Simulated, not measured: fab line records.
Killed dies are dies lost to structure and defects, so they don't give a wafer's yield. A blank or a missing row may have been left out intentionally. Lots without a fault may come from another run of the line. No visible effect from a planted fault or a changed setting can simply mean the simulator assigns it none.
Struck lot and sound lot, side by side | flow nand harc | 42 out of 1159 route steps
Sound: these wafers, L166.1, L166.2, L166.6. Struck: wafer L173.5 (left out: L173.2, L173.6 of the same lot, which were not struck); the cause appears at the end.
At each step with rows: each side's tool, then ch and its chambers, then its first start. Under that, the readings that differ: sound wafers | struck wafers | difference of the means | sigmas: that difference in standard deviations of wafers without a fault.
alike: readings with means less than 2 such deviations apart, plus words and numbers identical on both sides. not compared: withheld readings, readings lacking a value on some wafer, bounds such as >300 that could conceal the same value, and numbers that have no deviation in the record and whose values overlap.
The two part at a step that has a row with sigmas, a row that says differs or no value, or rows on one side only. When numbers do not overlap yet have no deviation, they are printed without sigmas and do not part them. A reading missing from all wafers of one side parts the sides only when that side holds two or more wafers.

first, 2 steps without rows for these wafers: NHARC_P_M2_PRE_CLEAN_30 (time 30 s); NHARC_P_M2_PVD_20 (deposits TaN, target thk 5 nm, time 8.06 s).
NHARC_P_M2_PVD_21: deposits Cu, target thk 30 nm, time 20.49 s.
  sound on pvd sputter-02; struck on pvd sputter-03
  alike: throttle valve pct
then, 3 steps without rows for these wafers: NHARC_P_M2_ECD_22 (material Cu, target thk 400 nm); NHARC_P_M2_ANNEAL_31 (time 90 s); NHARC_P_M2_CMP_23 (polishes, t overpolish 20 s, target thk 144.3 nm).
NHARC_P_M2_THK_MEAS_24: measures by xrf.
  struck on film metro-02, day 9 15:46; sound on film metro-01, day 7 12:14
  reading     | sound             | struck | difference | sigmas
  thk nm (nm) | 144.6 143.9 141.0 | 146.5  | +3.3       | +2
then, 1 step without rows for these wafers: NHARC_P_M2_SRD_25.
NHARC_P_M2_INSPECT_27:
  struck on defect inspect-01, day 9 15:56; sound on defect inspect-02, day 7 12:23
  alike: raw defect count
then, 2 steps without rows for these wafers: NHARC_P_M2_PRE_CLEAN_32 (time 12 s); NHARC_P_M2_DEP_33 (deposits SiCN, target thk 30 nm).
NHARC_P_BONDPAD_DEP_00: deposits SiCN, target thk 250 nm.
  sound on pecvd-01 ch 0,1, day 7 13:09; struck on pecvd-01 ch 2, day 9 16:32
  alike: heater power w, showerhead vpp V, susceptor temp C
NHARC_P_BONDPAD_CMP_32: polishes SiCN, target thk 200 nm.
  sound on cmp-01 ch 0,3, day 7 13:34; struck on cmp-01 ch 3, day 9 16:59
  alike: motor current A
NHARC_P_BONDPAD_THK_MEAS_33: measures by ellipsometry.
  struck on film metro-02, day 9 17:10; sound on film metro-02, day 7 13:49
  alike: thk nm
then, 10 steps without rows for these wafers: NHARC_P_BONDPAD_SRD_34; NHARC_P_BONDPAD_DEHYDRATE_01 (time 120 s); NHARC_P_BONDPAD_HMDS_02 (time 30 s); NHARC_P_BONDPAD_COAT_36 (time 65 s); NHARC_P_BONDPAD_COAT_03 (resist thk 600 nm); NHARC_P_BONDPAD_SOFTBAKE_04 (time 70 s); NHARC_P_BONDPAD_EBR_05; NHARC_P_BONDPAD_EXPOSE_06 (exposes mask P BPAD); NHARC_P_BONDPAD_PEB_07 (peb time 80 s); NHARC_P_BONDPAD_DEVELOP_08 (time 50 s).
NHARC_P_BONDPAD_CD_MEAS_09: the cd target is 500 nm.
  sound on cd sem-02 ch 0, day 7 14:23; struck on cd sem-03 ch 0, day 9 17:37
  alike: cd nm
NHARC_P_BONDPAD_OVL_MEAS_38:
  struck on overlay-02, day 9 17:41; sound on overlay-02, day 7 14:29
  alike: overlay x nm, overlay y nm
then, 4 steps without rows for these wafers: NHARC_P_BONDPAD_HARDBAKE_10 (time 65 s); NHARC_P_BONDPAD_DESCUM_11 (chemistry O2, time 3 s); NHARC_P_BONDPAD_ETCH_37 (etches the open film in N2/H2, target depth 60 nm, overetch 18 nm, time 65.91 s); NHARC_P_BONDPAD_ETCH_12 (etches the open film in CHF3/O2, target depth 200 nm, time 100 s).
NHARC_P_BONDPAD_CD_MEAS_13:
  struck on cd sem-03, day 9 18:09; sound on cd sem-03, day 7 14:55
  alike: cd nm
then, 5 steps without rows for these wafers: NHARC_P_BONDPAD_STRIP_15 (strips in O2); NHARC_P_BONDPAD_ETCH_24 (etches the open film in CF4/N2, target depth 30 nm, time 72.99 s); NHARC_P_BONDPAD_STRIP_16 (strips in post etch residue remover, time 600 s); NHARC_P_BONDPAD_DEGAS_25 (time 60 s); NHARC_P_BONDPAD_PRE_CLEAN_26 (time 30 s).
NHARC_P_BONDPAD_PVD_17: deposits TaN, target thk 5 nm, time 8.06 s.
  sound on pvd sputter-02; struck on pvd sputter-02
  alike: bias v, throttle valve pct
NHARC_P_BONDPAD_PVD_27: deposits Cu, target thk 30 nm, time 20.49 s.
  sound on pvd sputter-02; struck on pvd sputter-02
  alike: throttle valve pct
then, 1 step without rows for these wafers: NHARC_P_BONDPAD_ECD_18 (material Cu, target thk 400 nm).
NHARC_P_BONDPAD_ANNEAL_28: time 90 s.
  sound on rtp anneal-02 ch 0, day 7 16:19; struck on rtp anneal-01 ch 0, day 9 19:41
  alike: wafer_temp_C_max
then, 1 step without rows for these wafers: NHARC_P_BONDPAD_CMP_19 (polishes, t overpolish 30 s, cu recess touch 16 s, target thk 160.81 nm).
-- break in the record here, with 13 days between the starts of the struck wafers on either side (left off in module P_BONDPAD, picked up again in module END, where the first step shown is number 1159 on the route) --
NHARC_END_SORT_01:
  sound on prober-02 ch 0, day 20 07:35; struck on prober-02 ch 0, day 23 03:46
  reading                  | sound          | struck | difference | sigmas
  defect limited yield (%) | 94.4 94.5 94.7 | 89.4   | -5.1       | -4
  killed at array          | 33 33 35       | 12     | -22        | -2
  killed at periphery      | 3 4 1          | 59     | +56        | +23
  killed dies              | 38 37 36       | 72     | +35        | +4
  sort_bin_2_pct (%)       | 1.3 1.8 1.9    | 4.4    | +2.7       | +5
  sort_bin_3_pct (%)       | 0.15 0 0.30    | 2.95   | +2.80      | +16
  sort n pass              | 639 640 641    | 605    | -35        | -4
  sort rim yield pct (%)   | 96.2 90.6 96.2 | 85.8   | -8.5       | -3
  sort yield pct (%)       | 94.4 94.5 94.7 | 89.4   | -5.1       | -4
  alike: killed at other, killed open, killed short, sort_bin_4_pct

## WHERE THEY PART
Last at NHARC_END_SORT_01 as far as this record goes, first at NHARC_P_M2_THK_MEAS_24.

WHY: what had been put in by the simulator
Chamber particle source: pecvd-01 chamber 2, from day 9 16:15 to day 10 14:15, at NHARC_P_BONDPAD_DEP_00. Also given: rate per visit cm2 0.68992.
